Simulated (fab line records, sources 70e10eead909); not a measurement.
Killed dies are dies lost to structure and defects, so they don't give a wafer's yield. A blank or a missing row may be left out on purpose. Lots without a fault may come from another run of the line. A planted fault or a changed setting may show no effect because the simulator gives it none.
A struck lot beside a sound one | flow nand_harc | 40 steps out of a route of 1302
Sound: wafers L526.2, L526.3, L526.4. Struck: wafer L535.5. (L535.4, L535.6 of the same lot were not struck and are left out.) The cause comes at the end.
At each step with rows: each side's tool, then ch and its chambers, then its first start. Under that, the readings that differ: sound wafers | struck wafers | difference of the means | sigmas: that difference in standard deviations of wafers without a fault.
alike: readings whose means differ by less than 2 such deviations, and words and numbers that are the same on both sides. not compared: withheld readings, readings that some wafer has no value for, bounds like >300 that may hide the same value, and numbers for which the record gives no deviation and whose values overlap.
The two part at a step that has a row with sigmas, a row that says differs or no value, or rows on one side only. Numbers that don't overlap but have no deviation are shown without sigmas and don't part them. A reading that every wafer of one side lacks parts them only if that side has two wafers or more.

NHARC_A_BLC_STRIP_29: strips in CF4.
  sound on rie_diel-10 ch 0,1,3, day 26 08:34; struck on rie_diel-10 ch 1, day 29 01:28
  reading                | sound                | struck | difference | sigmas
  throttle_valve_pct (%) | 13.268 13.277 13.284 | 13.298 | +0.022     | +2
  alike: drypump_motor_current_A, mfc_ar_sccm, oes_product_au, rf_vpp_V, showerhead_plenum_p_Torr
  not compared: rf_hours_counter_h
then, 6 steps without rows for these wafers: NHARC_A_BLC_STRIP_21 (strips in O2); NHARC_A_BLC_STRIP_22 (strips in post etch residue remover, time 600 s); NHARC_A_BLC_DEGAS_30 (time 60 s); NHARC_A_BLC_PRE_CLEAN_31 (time 15 s); NHARC_A_BLC_PVD_32 (deposits Ti, target thk 5 nm, time 17.7 s); NHARC_A_BLC_ALD_23 (deposits TiN, target thk 3 nm, pulse time 1 s, ald cycles 150).
NHARC_A_BLC_CVD_24: deposits W, target thk 150 nm, time 434 s.
  sound on cvd_w-02 ch 0,1; struck on cvd_w-02 ch 0
  alike: heater_power_w, mfc_ar_sccm, throttle_valve_pct
then, 2 steps without rows for these wafers: NHARC_A_BLC_CMP_25 (polishes, t overpolish 30 s, target thk 150 nm); NHARC_A_BLC_SRD_27.
NHARC_A_BLC_INSPECT_28:
  sound on defect_inspect-02, day 26 10:29; struck on defect_inspect-02, day 29 03:20
  alike: raw_defect_count
NHARC_A_M0_DEP_00: deposits SiOC, target thk 150 nm.
  sound on pecvd-02 ch 1,2, day 26 10:37; struck on pecvd-02 ch 2, day 29 03:32
  reading              | sound          | struck | difference | sigmas
  showerhead_vpp_V (V) | 1445 1445 1698 | 1713   | +184       | +2
then, 9 steps without rows for these wafers: NHARC_A_M0_DEHYDRATE_01 (time 120 s); NHARC_A_M0_HMDS_02 (time 30 s); NHARC_A_M0_COAT_33 (time 65 s); NHARC_A_M0_COAT_03 (resist thk 90 nm); NHARC_A_M0_SOFTBAKE_04 (time 55 s); NHARC_A_M0_EBR_05; NHARC_A_M0_EXPOSE_06 (exposes mask A M0, target cd 80 nm); NHARC_A_M0_PEB_07 (peb time 65 s); NHARC_A_M0_DEVELOP_08 (develop time 35 s).
NHARC_A_M0_CD_MEAS_09: target cd 80 nm.
  sound on cd_sem-02 ch 0, day 26 11:24; struck on cd_sem-01 ch 0, day 29 04:14
  alike: cd_nm
NHARC_A_M0_OVL_MEAS_10: pitch 160 nm.
  sound on overlay-01, day 26 11:29; struck on overlay-01, day 29 04:19
  alike: overlay_x_nm, overlay_y_nm
NHARC_A_M0_INSPECT_11:
  sound on defect_inspect-01, day 26 11:31; struck on defect_inspect-02, day 29 04:22
  alike: raw_defect_count
NHARC_A_M0_DESCUM_14: chemistry O2, time 3 s.
  sound on rie_diel-06 ch 1,2,3, day 26 11:35; struck on rie_diel-06 ch 0, day 29 04:27
  reading               | sound             | struck | difference | sigmas
  mfc_ar_sccm (sccm)    | 0.007 0.004 0     | 0.037  | +0.033     | +3
  oes_product_au (a.u.) | 1.019 1.007 1.002 | 0.987  | -0.022     | -2
  alike: drypump_motor_current_A, rf_vpp_V, showerhead_plenum_p_Torr, throttle_valve_pct
  not compared: rf_hours_counter_h
NHARC_A_M0_ETCH_34: etches the open film in N2/H2, target depth 40 nm, overetch 12 nm, time 43.94 s.
  sound on rie_diel-06 ch 0,2,3, day 26 11:40; struck on rie_diel-06 ch 0, day 29 04:32
  alike: drypump_motor_current_A, mfc_ar_sccm, oes_product_au, rf_vpp_V, showerhead_plenum_p_Torr, throttle_valve_pct
  not compared: rf_hours_counter_h
then, 1 step without rows for these wafers: NHARC_A_M0_ETCH_15 (etches the open film in C4F8/Ar, target depth 150 nm, overetch 15 nm, time 82.5 s).
NHARC_A_M0_CD_MEAS_16:
  sound on cd_sem-03, day 26 11:53; struck on cd_sem-01, day 29 04:44
  alike: cd_nm
then, 5 steps without rows for these wafers: NHARC_A_M0_STRIP_18 (strips in N2/H2); NHARC_A_M0_STRIP_19 (strips in post etch residue remover, time 600 s); NHARC_A_M0_DEGAS_28 (time 60 s); NHARC_A_M0_PRE_CLEAN_29 (time 30 s); NHARC_A_M0_PVD_20 (deposits TaN, target thk 5 nm, time 8.06 s).
NHARC_A_M0_PVD_21: deposits Cu, target thk 30 nm, time 20.49 s.
  sound on pvd_sputter-02; struck on pvd_sputter-01
  alike: throttle_valve_pct
then, 4 steps without rows for these wafers: NHARC_A_M0_ECD_22 (material Cu, target thk 400 nm); NHARC_A_M0_ANNEAL_30 (time 90 s); NHARC_A_M0_CMP_23 (polishes, t overpolish 20 s, target thk 113.75 nm); NHARC_A_M0_SRD_25.
NHARC_A_M0_INSPECT_27:
  sound on defect_inspect-01, day 26 14:05; struck on defect_inspect-01, day 29 06:54
  alike: raw_defect_count
NHARC_END_SORT_01:
  sound on prober-01 ch 0, day 28 01:42; struck on prober-01 ch 0, day 31 03:42
  reading                  | sound          | struck | difference | sigmas
  defect_limited_yield (%) | 93.8 94.4 93.6 | 0      | -94        | -63
  killed_at_array          | 37 36 40       | 669    | +631       | +63
  killed_dies              | 42 38 43       | 677    | +636       | +64
  sort_bin_2_pct (%)       | 1.8 1.9 2.5    | 95.1   | +93.0      | +99 or more
  sort_n_pass              | 635 639 634    | 0      | -636       | -64
  sort_rim_yield_pct (%)   | 87 90 89       | 0      | -89        | -20
  sort_yield_pct (%)       | 93.8 94.4 93.6 | 0      | -94        | -63
  alike: killed_at_other, killed_at_periphery, killed_open, killed_short, sort_bin_3_pct, sort_bin_4_pct

WHERE THEY PART
First at NHARC_A_BLC_STRIP_29; last, within this record, at NHARC_END_SORT_01.

WHY: what the simulator had put in
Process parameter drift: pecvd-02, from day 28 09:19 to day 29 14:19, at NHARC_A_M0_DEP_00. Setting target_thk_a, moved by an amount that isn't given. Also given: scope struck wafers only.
